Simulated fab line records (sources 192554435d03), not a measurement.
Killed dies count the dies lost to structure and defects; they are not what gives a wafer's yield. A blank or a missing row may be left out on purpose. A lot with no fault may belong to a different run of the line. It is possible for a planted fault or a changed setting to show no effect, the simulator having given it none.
Which tool did it? + flow n5Finfet + 9 lots with 26 wafers sampled at 4 steps, on a route of 1938 steps

== WHAT THE GAUGES SHOWED, per wafer ==
N5_STI_FIN_REVEAL_FIN_H_MEAS_10.
| lot  | measured    | on     | trenchDepthNm (nm) |
|------|-------------|--------|--------------------|
| L739 | day 3 06:37 | ocd-02 | 52.8 52.3 51.5     |
| L740 | day 3 07:56 | ocd-01 | 52.7 52.5          |
| L748 | day 5 08:26 | ocd-01 | 51.5 52.6 51.6     |
| L751 | day 6 02:46 | ocd-02 | 52.5 52.4 51.9     |
| L754 | day 6 19:42 | ocd-02 | 46.8 46.7 47.3     |
| L755 | day 7 02:16 | ocd-02 | 52.0 51.1 52.8     |
| L756 | day 7 10:17 | ocd-01 | 47.6 47.6 47.7     |
| L759 | day 8 02:52 | ocd-02 | 52.4 52.2 52.5     |
| L760 | day 8 06:56 | ocd-01 | 52.1 52.1 52.3     |

== EACH LOT AND THE TOOL THAT RAN IT (in order: tool; ch and the chambers of the sampled wafers; start) ==
| lot  | N5_FIN_CUT_PRECLEAN_35           | N5_STI_FIN_REVEAL_DENSIFY_30   | N5_STI_FIN_REVEAL_ETCHBACK_08    |
|------|----------------------------------|--------------------------------|----------------------------------|
| L739 | vaporEtch-01 ch 0,1, day 2 15:43 | rtpAnneal-01 ch 0, day 3 03:31 | rieDiel-05 ch 0,3, day 3 03:40   |
| L740 | vaporEtch-01 ch 0, day 2 21:51   | rtpAnneal-01 ch 0, day 3 04:28 | rieDiel-05 ch 2, day 3 04:39     |
| L748 | vaporEtch-01 ch 0, day 4 22:20   | rtpAnneal-02 ch 0, day 5 05:16 | rieDiel-02 ch 0,2, day 5 05:28   |
| L751 | vaporEtch-02 ch 0,1, day 5 16:06 | rtpAnneal-02 ch 0, day 5 23:02 | rieDiel-02 ch 0,1,2, day 5 23:14 |
| L754 | vaporEtch-01 ch 0,1, day 6 09:44 | rtpAnneal-02 ch 0, day 6 16:32 | rieDiel-02 ch 1,2,3, day 6 16:45 |
| L755 | vaporEtch-01 ch 0,1, day 6 17:16 | rtpAnneal-01 ch 0, day 6 23:06 | rieDiel-05 ch 0,2,3, day 6 23:19 |
| L756 | vaporEtch-01 ch 0, day 6 22:49   | rtpAnneal-02 ch 0, day 7 06:59 | rieDiel-02 ch 1,2,3, day 7 07:19 |
| L759 | vaporEtch-01 ch 1, day 7 17:14   | rtpAnneal-01 ch 0, day 7 23:11 | rieDiel-06 ch 2,3, day 7 23:54   |
| L760 | vaporEtch-02 ch 1, day 7 21:49   | rtpAnneal-02 ch 0, day 8 03:37 | rieDiel-05 ch 0,2,3, day 8 03:58 |
- N5_FIN_CUT_PRECLEAN_35: cleans in vHF, time 13.3 s.
- N5_STI_FIN_REVEAL_DENSIFY_30
- N5_STI_FIN_REVEAL_ETCHBACK_08: etches SiO2 in C4F6/O2, target depth 30.5 nm, time 10.167 s.

== THE ANSWER, worked out from the rows above alone ==
Rule: the lots themselves supply what counts as usual. The widest of any qualifying gaps counts: lots, ordered by their means at a reading, are off when they make up no more than a third of the lots, leave a main group of 4 or more, and stand apart from it by 3 or more times the standard deviation of that group's means. A main group whose means are all the same, to the digits that the tables above print for the reading, isn't used. A lot without any number at a reading at which 4 lots or more have one is off too. Where the step has rows for the other lots, those lots are counted as sound.
Off, at N5_STI_FIN_REVEAL_FIN_H_MEAS_10 on trenchDepthNm: L754, L756. Main group: mean 52.2 nm, sd 0.22.
If a tool, at a process step before that reading, ran all the lots that are off and no sound lot after the first of them, it fits. Those tools and the gauges at N5_STI_FIN_REVEAL_FIN_H_MEAS_10 are tried in the same way. One candidate fits, namely rieDiel-02 at N5_STI_FIN_REVEAL_ETCHBACK_08. A fault onset in the window from L751 (day 5 23:14, its last sound lot) to L754 (day 6 16:45, its first lot off) fits.

== WHAT HAD BEEN PUT IN BY THE SIMULATOR ==
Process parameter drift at N5_STI_FIN_REVEAL_ETCHBACK_08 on rieDiel-02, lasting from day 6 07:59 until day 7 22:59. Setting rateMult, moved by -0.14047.
Struck lots among those shown: L754, L756. The rule above found the same.
